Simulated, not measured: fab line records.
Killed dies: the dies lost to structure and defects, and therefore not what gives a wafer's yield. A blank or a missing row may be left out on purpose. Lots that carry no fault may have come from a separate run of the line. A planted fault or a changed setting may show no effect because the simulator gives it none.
fab line records	flow nand-harc
record: lots: 24	wafers: 72	last-day: 33
route steps=1302 shown P_BONDPAD@369 A_START@389 A_CHANNEL_HOLE_D1@462
lots untouched by any fault: they come from a run of this same line in which no faults occurred
start-h: hours from the record's first day to the start of the lot's first wafer shown	wait-h: hours elapsed since this lot's preceding step	" identical to the entry in the row above	L1.1+2: a row that stands for several wafers	- no value present, or no start provided	* or withheld: withheld	< > ~ a bound
route shown NAME@n: names a module that has steps shown in the file, with the first one's number in the route	usual: mean/standard deviation of fault-free wafers	same: alike in all rows	chamber/n: place in a boat	sites: per-site readings	_std_site: how widely they spread, as a standard deviation	_edge_site: outer sites' mean less inner sites'	radius-mm: for every site, how far away it sits from the centre of the wafer	mask NAME#n: copy n	behind: the tool/chamber that last shaped the wafer	hold: why the lot went on hold/how many hours it stayed there/how the hold came to an end	device: the transistor (n, p or np) that didn't switch	end of line: at the end of the route, the tests of the same wafers	for a step that has no rows: nothing shown but its recipe	killed: count of dies lost to structure and defects at first sort (not the wafer's yield)	map: dies across one wafer; x = killed, . = not, _ = none there
set.NAME: the setting the step ran with; set.NAME@STEP: the setting that earlier step ran with	model.NAME: the simulator's own value behind a step, which no gauge read
the route's steps for a sample of lots (tables are steps, rows are wafers)
services: a tool's chamber out of use, with start hour (start-h, from the record's first day; less than 0 if before it), hours out, and reason
== steps ==
step: NHARC_P_BONDPAD_ETCH_12
recipe: target-depth-a: 2000	time-s: 100	chf3-flow-sccm: 50	o2-flow-sccm: 10	ar-flow-sccm: 200	rf-w: 500	bias-w: 200	chemistry: CHF3/O2
usual: drypump-motor-current-A: 5.9/0.6	oes-product-au: 0.943/0.023	rf-vpp-V: 370.7/2.8	showerhead-plenum-p-Torr: 2.40/0.12	throttle-valve-pct: 20.572/0.0088
lot.wafer	tool	chamber	start-h	wait-h	drypump-motor-current-A	oes-product-au	rf-hours-counter-h	rf-vpp-V	showerhead-plenum-p-Torr	throttle-valve-pct
L074.4	rie-diel-01	2	-	-	6.1	0.961	3.3	375.5	2.59	20.578
L074.3	"	0	"	"	5.8	0.940	3.1	370.0	2.36	20.597
L074.6	"	1	"	"	6.6	0.966	-	372.5	2.49	20.556
L075.4	rie-diel-01	2	-	-	6.1	0.926	3.4	375.0	2.59	20.565
L075.3	"	3	"	"	4.7	0.923	3.4	372.5	2.48	20.562
L075.5	"	1	"	"	6.6	0.929	-	371.8	2.49	20.568
L076.2	rie-diel-08	0	-	-	5.6	0.922	7.2	371.2	2.49	20.575
L076.4	"	1	"	"	5.8	0.925	5.1	366.4	2.24	20.579
L076.1	"	3	"	"	6.7	0.929	7.8	368.1	2.26	20.562
L077.4	rie-diel-01	1	-	-	6.7	0.923	3.9	372.1	2.49	20.573
L077.1	"	2	"	"	6.1	0.923	4.0	374.7	2.59	20.574
L077.6	"	3	"	"	4.7	0.929	-	372.4	2.48	20.575
L078.1	rie-diel-03	1	-	-	5.8	0.916	2.8	368.1	2.24	20.563
L078.6	"	2	"	"	5.3	0.928	-	372.9	2.50	20.574
L078.5	"	3	"	"	6.2	0.928	-	372.1	2.45	20.567
L079.2	rie-diel-03	2	-	-	5.3	0.923	3.2	370.9	2.50	20.573
L079.1	"	3	"	"	6.3	0.914	2.8	371.3	2.45	20.573
L079.6	"	2	"	"	5.3	0.925	-	372.2	2.50	20.572
L080.1	rie-diel-01	3	-	-	4.7	0.926	4.6	372.9	2.48	20.578
L080.4	"	0	"	"	5.8	0.927	4.4	371.5	2.36	20.567
L080.5	"	3	"	"	4.7	0.930	-	371.9	2.48	20.577
L081.2	rie-diel-08	1	-	-	5.7	0.964	0.7	367.6	2.24	20.572
L081.3	"	3	"	"	6.7	0.974	1.2	368.4	2.25	20.569
L081.6	"	0	"	"	5.6	0.976	-	372.9	2.48	20.587
L082.1	rie-diel-08	0	-	-	5.6	0.927	1.5	373.0	2.48	20.571
L082.4	"	1	"	"	5.8	0.923	1.3	367.0	2.24	20.583
L082.2	"	2	"	"	6.0	0.930	1.6	367.0	2.24	20.566
L083.3	rie-diel-01	0	-	-	5.8	0.959	0.2	369.9	2.36	20.565
L083.5	"	2	"	"	6.1	0.976	-	374.2	2.59	20.576
L083.6	"	3	"	"	4.7	0.965	-	372.2	2.48	20.574
L084.4	rie-diel-01	1	-	-	6.7	0.929	0.5	372.2	2.49	20.563
L084.5	"	3	"	"	4.7	0.935	-	371.4	2.48	20.564
L084.6	"	0	"	"	5.8	0.927	-	370.8	2.36	20.570
L085.3	rie-diel-01	2	-	-	6.0	0.916	0.7	375.6	2.59	20.567
L085.1	"	3	"	"	4.7	0.927	0.6	372.9	2.48	20.569
L085.5	"	3	"	"	4.7	0.921	-	373.2	2.48	20.571
L086.3	rie-diel-08	2	-	-	6.0	0.933	3.7	367.7	2.24	20.576
L086.6	"	3	"	"	6.7	0.932	-	368.3	2.25	20.567
L086.5	"	0	"	"	5.7	0.932	-	372.9	2.48	20.573
L087.2	rie-diel-01	0	-	-	5.8	0.970	0.8	369.8	2.36	20.572
L087.1	"	2	"	"	6.1	0.977	0.9	375.9	2.59	20.563
L087.5	"	1	"	"	6.6	0.974	-	373.3	2.49	20.574
L088.4	rie-diel-08	3	-	-	6.7	0.964	5.3	367.4	2.25	20.570
L088.3	"	1	"	"	5.8	0.986	4.8	368.6	2.24	20.576
L088.6	"	2	"	"	6.0	0.978	-	365.3	2.24	20.569
L089.1	rie-diel-01	0	-	-	5.8	0.957	1.3	371.7	2.36	20.564
L089.3	"	2	"	"	6.1	0.979	1.4	374.6	2.59	20.551
L089.6	"	1	"	"	6.6	0.981	-	372.9	2.49	20.549
L090.3	rie-diel-08	3	-	-	6.7	0.933	6.2	366.5	2.25	20.573
L090.4	"	0	"	"	5.7	0.923	-	371.8	2.48	20.581
L090.5	"	1	"	"	5.7	0.928	-	367.7	2.24	20.571
L091.3	rie-diel-01	1	-	-	6.6	0.924	2.4	373.0	2.49	20.577
L091.6	"	2	"	"	6.1	0.929	-	374.0	2.59	20.574
L091.5	"	3	"	"	4.7	0.919	-	372.3	2.48	20.567
L092.3	rie-diel-08	0	-	-	5.7	0.977	7.3	371.2	2.48	20.592
L092.1	"	1	"	"	5.8	0.974	6.8	366.8	2.24	20.568
L092.6	"	0	"	"	5.7	0.967	-	372.6	2.48	20.577
L093.1	rie-diel-01	1	-	-	6.6	0.965	2.7	372.5	2.49	20.559
L093.2	"	3	"	"	4.7	0.977	2.4	372.8	2.48	20.580
L093.6	"	2	"	"	6.1	0.978	-	375.0	2.59	20.569
L094.2	rie-diel-03	2	-	-	5.3	0.928	2.5	373.3	2.49	20.570
L094.3	"	0	"	"	5.0	1.012	0.9	371.3	2.44	20.562
L094.6	"	1	"	"	5.8	0.924	-	368.3	2.24	20.565
L095.4	rie-diel-08	2	-	-	6.0	0.924	7.9	368.2	2.24	20.588
L095.3	"	3	"	"	6.7	0.917	8.9	368.8	2.25	20.576
L095.2	"	0	"	"	5.6	0.925	8.9	372.9	2.48	20.581
L096.2	rie-diel-08	2	-	-	6.0	0.960	8.7	367.0	2.24	20.585
L096.3	"	3	"	"	6.7	0.962	9.6	366.3	2.25	20.571
L096.1	"	0	"	"	5.7	0.957	9.4	372.4	2.48	20.571
L097.1	rie-diel-08	2	-	-	6.0	0.971	9.1	366.8	2.24	20.574
L097.5	"	3	"	"	6.7	0.971	-	366.1	2.25	20.551
L097.6	"	0	"	"	5.6	0.953	-	373.2	2.48	20.574
step: NHARC_P_BONDPAD_INSPECT_23
usual: raw-defect-count: 350/110
lot.wafer	tool	chamber	start-h	wait-h	raw-defect-count
L074.3	defect-inspect-02	-	143.46	0.0	408
L074.4	"	-	"	"	312
L074.6	"	-	"	"	359
L075.3	defect-inspect-01	-	145.78	0.0	237
L075.4	"	-	"	"	291
L075.5	"	-	"	"	307
L076.1	defect-inspect-02	-	157.53	0.0	233
L076.2	"	-	"	"	603
L076.4	"	-	"	"	459
L077.1	defect-inspect-02	-	166.46	0.0	275
L077.4	"	-	"	"	239
L077.6	"	-	"	"	324
L078.1	defect-inspect-01	-	179.71	0.0	543
L078.5	"	-	"	"	171
L078.6	"	-	"	"	354
L079.1	defect-inspect-01	-	189.95	0.0	253
L079.2	"	-	"	"	304
L079.6	"	-	"	"	279
L080.1	defect-inspect-02	-	195.52	0.0	324
L080.4	"	-	"	"	485
L080.5	"	-	"	"	461
L081.2	defect-inspect-02	-	213.02	0.0	705
L081.3	"	-	"	"	323
L081.6	"	-	"	"	487
L082.1	defect-inspect-02	-	219.31	0.0	405
L082.2	"	-	"	"	233
L082.4	"	-	"	"	179
L083.3	defect-inspect-02	-	227.12	0.0	161
L083.5	"	-	"	"	205
L083.6	"	-	"	"	232
L084.4	defect-inspect-02	-	243.72	0.0	570
L084.5	"	-	"	"	460
L084.6	"	-	"	"	442
L085.1	defect-inspect-02	-	252.49	0.0	417
L085.3	"	-	"	"	421
L085.5	"	-	"	"	489
L086.3	defect-inspect-02	-	258.92	0.0	212
L086.5	"	-	"	"	373
L086.6	"	-	"	"	173
L087.1	defect-inspect-02	-	262.44	0.0	225
L087.2	"	-	"	"	369
L087.5	"	-	"	"	546
L088.3	defect-inspect-02	-	286.20	0.0	229
L088.4	"	-	"	"	286
L088.6	"	-	"	"	528
L089.1	defect-inspect-02	-	286.75	0.0	270
L089.3	"	-	"	"	265
L089.6	"	-	"	"	186
L090.3	defect-inspect-02	-	303.70	0.0	240
L090.4	"	-	"	"	259
L090.5	"	-	"	"	305
L091.3	defect-inspect-02	-	314.79	0.0	498
L091.5	"	-	"	"	624
L091.6	"	-	"	"	322
L092.1	defect-inspect-02	-	317.66	0.0	252
L092.3	"	-	"	"	404
L092.6	"	-	"	"	369
L093.1	defect-inspect-02	-	329.13	0.0	435
L093.2	"	-	"	"	395
L093.6	"	-	"	"	386
L094.2	defect-inspect-02	-	343.11	0.0	380
L094.3	"	-	"	"	271
L094.6	"	-	"	"	238
L095.2	defect-inspect-01	-	350.08	0.0	463
L095.3	"	-	"	"	431
L095.4	"	-	"	"	444
L096.1	defect-inspect-02	-	354.72	0.0	299
L096.2	"	-	"	"	314
L096.3	"	-	"	"	446
L097.1	defect-inspect-01	-	368.36	0.0	234
L097.5	"	-	"	"	300
L097.6	"	-	"	"	268
step: NHARC_A_START_INSPECT_01
usual: raw-defect-count: 3.6/1.9
lot.wafer	tool	chamber	start-h	wait-h	raw-defect-count
L074.3	defect-inspect-01	-	143.93	-	5
L074.4	"	-	"	"	3
L074.6	"	-	"	"	4
L075.3	defect-inspect-01	-	146.25	-	3
L075.4	"	-	"	"	4
L075.5	"	-	"	"	4
L076.1	defect-inspect-02	-	158.00	-	2
L076.2	"	-	"	"	4
L076.4	"	-	"	"	7
L077.1	defect-inspect-01	-	166.92	-	2
L077.4	"	-	"	"	1
L077.6	"	-	"	"	2
L078.1	defect-inspect-01	-	180.18	-	2
L078.5	"	-	"	"	3
L078.6	"	-	"	"	5
L079.1	defect-inspect-02	-	190.42	-	6
L079.2	"	-	"	"	6
L079.6	"	-	"	"	7
L080.1	defect-inspect-02	-	195.98	-	2
L080.4	"	-	"	"	5
L080.5	"	-	"	"	1
L081.2	defect-inspect-02	-	213.49	-	6
L081.3	"	-	"	"	2
L081.6	"	-	"	"	3
L082.1	defect-inspect-02	-	219.78	-	8
L082.2	"	-	"	"	6
L082.4	"	-	"	"	1
L083.3	defect-inspect-02	-	227.58	-	3
L083.5	"	-	"	"	5
L083.6	"	-	"	"	8
L084.4	defect-inspect-02	-	244.18	-	2
L084.5	"	-	"	"	4
L084.6	"	-	"	"	3
L085.1	defect-inspect-02	-	252.96	-	4
L085.3	"	-	"	"	3
L085.5	"	-	"	"	4
L086.3	defect-inspect-01	-	259.39	-	2
L086.5	"	-	"	"	2
L086.6	"	-	"	"	5
L087.1	defect-inspect-01	-	262.90	-	5
L087.2	"	-	"	"	6
L087.5	"	-	"	"	5
L088.3	defect-inspect-01	-	286.67	-	4
L088.4	"	-	"	"	4
L088.6	"	-	"	"	3
L089.1	defect-inspect-02	-	287.21	-	6
L089.3	"	-	"	"	5
L089.6	"	-	"	"	3
L090.3	defect-inspect-02	-	304.20	-	3
L090.4	"	-	"	"	2
L090.5	"	-	"	"	3
L091.3	defect-inspect-01	-	315.27	-	2
L091.5	"	-	"	"	4
L091.6	"	-	"	"	5
L092.1	defect-inspect-02	-	318.12	-	6
L092.3	"	-	"	"	1
L092.6	"	-	"	"	3
L093.1	defect-inspect-01	-	329.60	-	3
L093.2	"	-	"	"	4
L093.6	"	-	"	"	0
L094.2	defect-inspect-01	-	343.60	-	5
L094.3	"	-	"	"	0
L094.6	"	-	"	"	3
L095.2	defect-inspect-02	-	350.54	-	0
L095.3	"	-	"	"	0
L095.4	"	-	"	"	2
L096.1	defect-inspect-02	-	355.18	-	4
L096.2	"	-	"	"	4
L096.3	"	-	"	"	0
L097.1	defect-inspect-02	-	368.82	-	5
L097.5	"	-	"	"	4
L097.6	"	-	"	"	3
step: NHARC_A_CHANNEL_HOLE_D1_CD_MEAS_10
recipe: target-cd-nm: 100	landing-energy-ev: 500
usual: cd-nm: 100.2/0.36
lot.wafer	tool	chamber	start-h	wait-h	cd-nm
L075.3	cd-sem-03	0	184.64	-	100.6
L075.4	"	0	"	"	99.6
L075.5	"	0	"	"	99.7
L074.3	cd-sem-01	0	184.79	-	100.5
L074.4	"	0	"	"	99.9
L074.6	"	0	"	"	99.8
L076.1	cd-sem-03	0	205.12	-	100.2
L076.2	"	0	"	"	99.9
L076.4	"	0	"	"	100.2
L077.1	cd-sem-01	0	206.95	-	100.3
L077.4	"	0	"	"	100.1
L077.6	"	0	"	"	100.4
L078.1	cd-sem-03	0	222.76	-	100.5
L078.5	"	0	"	"	100.6
L078.6	"	0	"	"	100.5
L079.1	cd-sem-01	0	229.44	-	100.3
L079.2	"	0	"	"	100.5
L079.6	"	0	"	"	99.9
L080.1	cd-sem-01	0	241.75	-	99.9
L080.4	"	0	"	"	100.4
L080.5	"	0	"	"	100.6
L081.2	cd-sem-03	0	260.50	-	100.7
L081.3	"	0	"	"	99.9
L081.6	"	0	"	"	100.4
L082.1	cd-sem-02	0	263.56	-	100.9
L082.2	"	0	"	"	101.3
L082.4	"	0	"	"	100.8
L083.3	cd-sem-02	0	271.63	-	100.7
L083.5	"	0	"	"	100.4
L083.6	"	0	"	"	100.2
L084.4	cd-sem-03	0	285.04	-	100.2
L084.5	"	0	"	"	99.8
L084.6	"	0	"	"	100.0
L085.1	cd-sem-02	0	293.50	-	100.9
L085.3	"	0	"	"	100.5
L085.5	"	0	"	"	100.2
L087.1	cd-sem-03	0	299.70	-	100.3
L087.2	"	0	"	"	99.9
L087.5	"	0	"	"	100.3
L086.3	cd-sem-01	0	300.12	-	100.4
L086.5	"	0	"	"	100.1
L086.6	"	0	"	"	100.0
L089.1	cd-sem-02	0	325.63	-	100.5
L089.3	"	0	"	"	100.3
L089.6	"	0	"	"	100.5
L088.3	cd-sem-03	0	326.11	-	100.9
L088.4	"	0	"	"	100.4
L088.6	"	0	"	"	100.7
L090.3	cd-sem-02	0	346.39	-	100.7
L090.4	"	0	"	"	100.4
L090.5	"	0	"	"	101.4
L091.3	cd-sem-03	0	356.01	-	99.5
L091.5	"	0	"	"	99.9
L091.6	"	0	"	"	99.9
L092.1	cd-sem-01	0	356.56	-	100.3
L092.3	"	0	"	"	100.1
L092.6	"	0	"	"	99.8
L093.1	cd-sem-01	0	374.93	-	100.1
L093.2	"	0	"	"	100.2
L093.6	"	0	"	"	100.0
L094.2	cd-sem-02	0	384.65	-	100.7
L094.3	"	0	"	"	100.4
L094.6	"	0	"	"	99.8
L095.2	cd-sem-03	0	391.04	-	100.1
L095.3	"	0	"	"	99.4
L095.4	"	0	"	"	99.9
L096.1	cd-sem-02	0	396.44	-	100.0
L096.2	"	0	"	"	100.2
L096.3	"	0	"	"	99.5
L097.1	cd-sem-01	0	415.00	-	100.2
L097.5	"	0	"	"	99.7
L097.6	"	0	"	"	100.4
step: NHARC_A_CHANNEL_HOLE_D1_DESCUM_15
recipe: time-s: 3	o2-flow-sccm: 200	ar-flow-sccm: 0	bias-power-w: 0	chemistry: O2
usual: drypump-motor-current-A: 5.5/0.46	oes-product-au: 1.000/0.0069	rf-vpp-V: 57.7/0.87	showerhead-plenum-p-Torr: 1.88/0.043	throttle-valve-pct: 11.312/0.0085
lot.wafer	tool	chamber	start-h	wait-h	drypump-motor-current-A	oes-product-au	rf-hours-counter-h	rf-vpp-V	showerhead-plenum-p-Torr	throttle-valve-pct
L075.4	rie-diel-05	3	184.82	0.1	4.9	1.006	40	57.1	1.85	11.310
L075.3	"	2	"	"	6.2	0.989	46	57.4	1.90	11.307
L075.5	"	3	"	"	4.9	1.008	-	58.6	1.85	11.296
L074.3	rie-diel-02	1	184.98	0.1	5.7	0.990	44	57.4	1.79	11.296
L074.4	"	0	"	"	5.1	0.988	48	57.9	1.87	11.318
L074.6	"	2	"	"	5.7	0.994	-	58.0	1.96	11.335
L076.4	rie-diel-06	2	205.31	0.1	5.5	0.999	5	57.3	1.90	11.301
L076.2	"	0	"	"	4.8	1.000	3	57.4	1.90	11.303
L076.1	"	1	"	"	5.6	1.005	5	57.3	1.86	11.311
L077.1	rie-diel-05	2	207.15	0.1	6.2	1.001	53	57.6	1.90	11.300
L077.4	"	3	"	"	4.9	1.003	47	57.4	1.85	11.306
L077.6	"	2	"	"	6.3	1.002	-	57.3	1.90	11.310
L078.1	rie-diel-06	1	222.95	0.1	5.5	0.997	7	57.2	1.86	11.302
L078.5	"	0	"	"	4.8	0.997	-	58.6	1.90	11.313
L078.6	"	1	"	"	5.6	1.000	-	58.1	1.86	11.308
L079.1	rie-diel-06	3	229.63	0.1	6.1	0.993	7	55.5	1.88	11.306
L079.2	"	1	"	"	5.6	0.997	7	57.8	1.86	11.297
L079.6	"	0	"	"	4.8	0.997	-	58.1	1.90	11.313
L080.1	rie-diel-06	2	241.94	0.1	5.5	0.987	9	59.0	1.90	11.313
L080.4	"	3	"	"	6.1	0.991	9	58.3	1.88	11.310
L080.5	"	1	"	"	5.5	1.002	-	57.7	1.86	11.306
L081.2	rie-diel-06	0	260.68	0.1	4.8	1.004	7	58.7	1.90	11.314
L081.3	"	3	"	"	6.1	0.993	10	57.7	1.88	11.320
L081.6	"	1	"	"	5.6	1.001	-	55.7	1.86	11.319
L082.1	rie-diel-06	0	263.75	0.1	4.8	0.999	8	57.7	1.90	11.319
L082.2	"	1	"	"	5.6	0.991	10	59.3	1.86	11.296
L082.4	"	2	"	"	5.5	0.997	11	58.3	1.90	11.313
L083.3	rie-diel-06	1	271.83	0.1	5.5	1.010	11	56.9	1.86	11.301
L083.6	"	1	"	"	5.6	1.009	-	56.8	1.86	11.299
L083.5	"	2	"	"	5.5	0.997	-	58.6	1.90	11.315
L084.6	rie-diel-06	2	285.25	0.1	5.5	1.003	-	58.1	1.90	11.308
L084.4	"	0	"	"	4.8	0.997	-	58.4	1.90	11.319
L084.5	"	1	"	"	5.5	1.000	-	57.3	1.86	11.300
L085.1	rie-diel-06	0	293.70	0.1	4.8	1.015	12	58.7	1.90	11.308
L085.3	"	2	"	"	5.5	1.000	15	57.8	1.90	11.299
L085.5	"	0	"	"	4.8	1.015	-	57.4	1.90	11.312
L087.1	rie-diel-02	2	299.89	0.1	5.7	0.991	28	56.7	1.94	11.301
L087.2	"	0	"	"	5.1	0.995	28	57.3	1.86	11.310
L087.5	"	3	"	"	5.6	1.003	-	57.5	1.79	11.312
L086.3	rie-diel-06	0	300.32	0.1	4.8	1.009	13	57.7	1.90	11.313
L086.6	"	2	"	"	5.5	0.994	-	58.5	1.90	11.304
L086.5	"	3	"	"	6.1	0.991	-	56.0	1.88	11.322
L089.1	rie-diel-06	1	325.81	0.1	5.6	0.994	0	56.3	1.86	11.325
L089.3	"	2	"	"	5.5	0.989	0	57.4	1.90	11.331
L089.6	"	2	"	"	5.5	0.992	-	57.2	1.90	11.319
L088.4	rie-diel-05	3	326.29	0.1	4.9	0.990	27	56.7	1.84	11.303
L088.3	"	2	"	"	6.2	0.995	28	57.4	1.89	11.315
L088.6	"	3	"	"	4.9	0.990	-	58.4	1.84	11.297
L090.4	rie-diel-06	2	346.58	0.1	5.5	0.996	2	59.2	1.90	11.318
L090.3	"	0	"	"	4.8	0.993	2	57.1	1.90	11.306
L090.5	"	2	"	"	5.5	0.994	-	58.7	1.90	11.329
L091.3	rie-diel-06	0	356.21	0.1	4.8	0.995	3	58.4	1.90	11.306
L091.5	"	1	"	"	5.6	1.010	-	56.5	1.86	11.319
L091.6	"	2	"	"	5.5	1.004	-	57.0	1.89	11.310
L092.3	rie-diel-02	0	357.05	0.4	5.1	1.008	42	58.3	1.85	11.307
L092.1	"	3	"	"	5.6	1.012	43	56.5	1.79	11.313
L092.6	"	3	"	"	5.6	1.008	-	57.5	1.79	11.324
L093.2	rie-diel-06	0	375.12	0.1	4.8	1.001	4	57.0	1.90	11.324
L093.1	"	2	"	"	5.5	0.993	5	57.6	1.89	11.301
L093.6	"	3	"	"	6.1	1.010	-	57.3	1.87	11.309
L094.3	rie-diel-02	0	384.84	0.1	5.1	1.011	51	57.4	1.85	11.316
L094.2	"	2	"	"	5.7	0.999	48	56.7	1.94	11.325
L094.6	"	0	"	"	5.1	1.011	-	57.5	1.85	11.333
L095.2	rie-diel-02	1	391.22	0.1	5.7	1.003	60	57.3	1.77	11.304
L095.4	"	3	"	"	5.6	1.005	58	56.6	1.78	11.320
L095.3	"	0	"	"	5.1	0.997	55	57.2	1.85	11.309
L096.2	rie-diel-06	3	396.63	0.1	6.0	1.012	6	58.4	1.87	11.321
L096.1	"	0	"	"	4.8	0.997	6	57.8	1.90	11.327
L096.3	"	2	"	"	5.5	1.000	6	58.6	1.89	11.317
L097.1	rie-diel-06	0	415.18	0.1	4.8	1.000	7	58.1	1.89	11.317
L097.5	"	1	"	"	5.6	1.008	-	57.3	1.86	11.308
L097.6	"	3	"	"	6.1	1.014	-	56.7	1.87	11.300
step: NHARC_A_CHANNEL_HOLE_D1_ETCH_25
recipe: bias-v: 5000	source-w: withheld	pressure-mtorr: 20	time-s: 1040.2	ar-flow-sccm: 375	c4f8-flow-sccm: 93.8	o2-flow-sccm: 31.2	temp-c: -20	target-depth-a: 15000	chemistry: C4F8/O2/Ar
usual: drypump-motor-current-A: 5.8/0.51	showerhead-plenum-p-Torr: 3.63/0.08	throttle-valve-pct: 32.236/0.0097
lot.wafer	tool	chamber	start-h	wait-h	drypump-motor-current-A	rf-hours-counter-h	showerhead-plenum-p-Torr	throttle-valve-pct
L075.4	har-etch-01	1	189.24	0.7	6.0	-	3.62	32.235
L075.3	"	0	"	"	6.5	-	3.73	32.227
L075.5	"	1	"	"	5.9	-	3.62	32.244
L074.3	har-etch-02	0	200.04	5.4	5.9	-	3.64	32.249
L074.4	"	0	"	"	5.9	-	3.64	32.222
L074.6	"	0	"	"	5.8	-	3.64	32.240
L076.2	har-etch-02	1	212.89	0.6	5.0	297	3.60	32.236
L076.1	"	0	"	"	5.8	312	3.63	32.224
L076.4	"	1	"	"	5.0	-	3.60	32.247
L077.1	har-etch-01	0	213.49	0.7	6.5	114	3.72	32.241
L077.4	"	0	"	"	6.4	-	3.72	32.234
L077.6	"	0	"	"	6.4	-	3.72	32.244
L078.1	har-etch-01	1	227.37	0.7	5.9	126	3.61	32.226
L078.5	"	0	"	"	6.5	-	3.71	32.231
L078.6	"	1	"	"	6.0	-	3.61	32.245
L079.1	har-etch-02	0	233.72	0.6	5.8	327	3.62	32.239
L079.2	"	1	"	"	5.0	312	3.59	32.226
L079.6	"	1	"	"	5.0	-	3.59	32.240
L080.1	har-etch-01	0	246.19	0.7	6.4	133	3.71	32.231
L080.4	"	1	"	"	6.0	-	3.60	32.225
L080.5	"	0	"	"	6.5	-	3.71	32.225
L081.2	har-etch-01	0	264.77	0.6	6.5	141	3.70	32.254
L081.3	"	0	"	"	6.5	-	3.70	32.235
L081.6	"	0	"	"	6.5	-	3.70	32.236
L082.1	har-etch-02	0	267.89	0.6	5.8	343	3.61	32.233
L082.2	"	1	"	"	5.0	328	3.58	32.238
L082.4	"	0	"	"	5.9	-	3.61	32.236
L083.3	har-etch-02	0	278.00	0.7	5.9	-	3.61	32.233
L083.5	"	0	"	"	5.9	-	3.61	32.225
L083.6	"	1	"	"	5.0	-	3.58	32.248
L084.4	har-etch-01	1	289.94	0.7	5.9	-	3.59	32.247
L084.6	"	0	"	"	6.5	-	3.69	32.236
L084.5	"	1	"	"	5.9	-	3.59	32.239
L085.1	har-etch-02	1	297.76	0.6	5.0	347	3.57	32.238
L085.3	"	1	"	"	5.0	-	3.57	32.214
L085.5	"	1	"	"	5.0	-	3.57	32.230
L087.1	har-etch-02	0	303.96	0.6	5.8	366	3.60	32.227
L087.2	"	1	"	"	5.0	351	3.57	32.218
L087.5	"	1	"	"	5.0	-	3.57	32.243
L086.3	har-etch-01	1	304.66	0.7	5.9	-	3.58	32.246
L086.6	"	1	"	"	5.9	-	3.58	32.231
L086.5	"	0	"	"	6.5	-	3.69	32.223
L089.1	har-etch-01	0	329.90	0.6	6.4	179	3.68	32.237
L089.3	"	1	"	"	6.0	-	3.58	32.228
L089.6	"	1	"	"	5.9	-	3.58	32.252
L088.3	har-etch-02	1	330.69	0.7	5.0	-	3.56	32.231
L088.4	"	0	"	"	5.9	-	3.59	32.232
L088.6	"	0	"	"	5.8	-	3.59	32.250
L090.4	har-etch-02	0	352.09	0.7	5.9	-	3.59	32.228
L090.3	"	1	"	"	5.0	-	3.55	32.241
L090.5	"	1	"	"	5.0	-	3.55	32.240
L091.3	har-etch-02	0	360.57	0.7	5.9	-	3.58	32.230
L091.5	"	0	"	"	5.9	-	3.58	32.226
L091.6	"	1	"	"	5.0	-	3.55	32.246
L092.1	har-etch-01	0	361.49	0.7	6.5	202	3.67	32.242
L092.3	"	0	"	"	6.4	-	3.67	32.255
L092.6	"	0	"	"	6.5	-	3.67	32.240
L093.1	har-etch-02	0	381.27	0.6	5.9	411	3.58	32.241
L093.2	"	1	"	"	5.0	396	3.54	32.225
L093.6	"	0	"	"	5.9	-	3.58	32.224
L094.2	har-etch-01	1	388.93	0.6	5.9	213	3.56	32.231
L094.3	"	1	"	"	5.9	-	3.56	32.236
L094.6	"	1	"	"	5.9	-	3.56	32.234
L095.2	har-etch-01	1	397.26	0.6	5.9	221	3.56	32.232
L095.3	"	1	"	"	6.0	-	3.55	32.243
L095.4	"	0	"	"	6.5	-	3.66	32.227
L096.2	har-etch-02	1	402.43	0.6	5.0	3	3.93	32.259
L096.1	"	0	"	"	5.9	3	3.93	32.223
L096.3	"	0	"	"	5.8	-	3.93	32.224
L097.1	har-etch-01	1	421.70	0.7	6.0	240	3.55	32.239
L097.5	"	0	"	"	6.5	-	3.65	32.246
L097.6	"	1	"	"	5.9	-	3.55	32.237
== services ==
tool	chamber	start-h	hours	kind
rie-diel-02	1	117.11	10.1	repair
rie-diel-06	0	118.18	47.1	repair
rie-diel-06	1	121.51	16.6	repair
rie-diel-08	0	125.36	3.0	repair
rie-diel-06	-	130.59	9.0	pm
rie-diel-08	-	190.80	9.0	pm
rie-diel-01	-	203.87	9.0	pm
rie-diel-02	0	206.01	5.8	repair
rie-diel-08	-	206.47	0.2	repair
rie-diel-02	-	217.90	9.0	pm
rie-diel-01	-	245.10	0.3	repair
rie-diel-06	3	282.38	6.4	repair
rie-diel-02	3	288.54	8.7	repair
rie-diel-08	2	290.72	15.0	repair
rie-diel-02	0	302.09	14.8	repair
rie-diel-06	-	307.59	9.0	pm
rie-diel-02	3	310.72	5.7	repair
rie-diel-01	0	336.82	9.0	repair
rie-diel-08	-	367.80	9.0	pm
rie-diel-01	3	377.88	2.0	repair
rie-diel-01	-	380.87	9.0	pm
har-etch-02	-	382.53	17.0	pm
rie-diel-08	0	395.96	7.0	repair
rie-diel-06	2	406.30	112.9	repair
== key ==
fault none
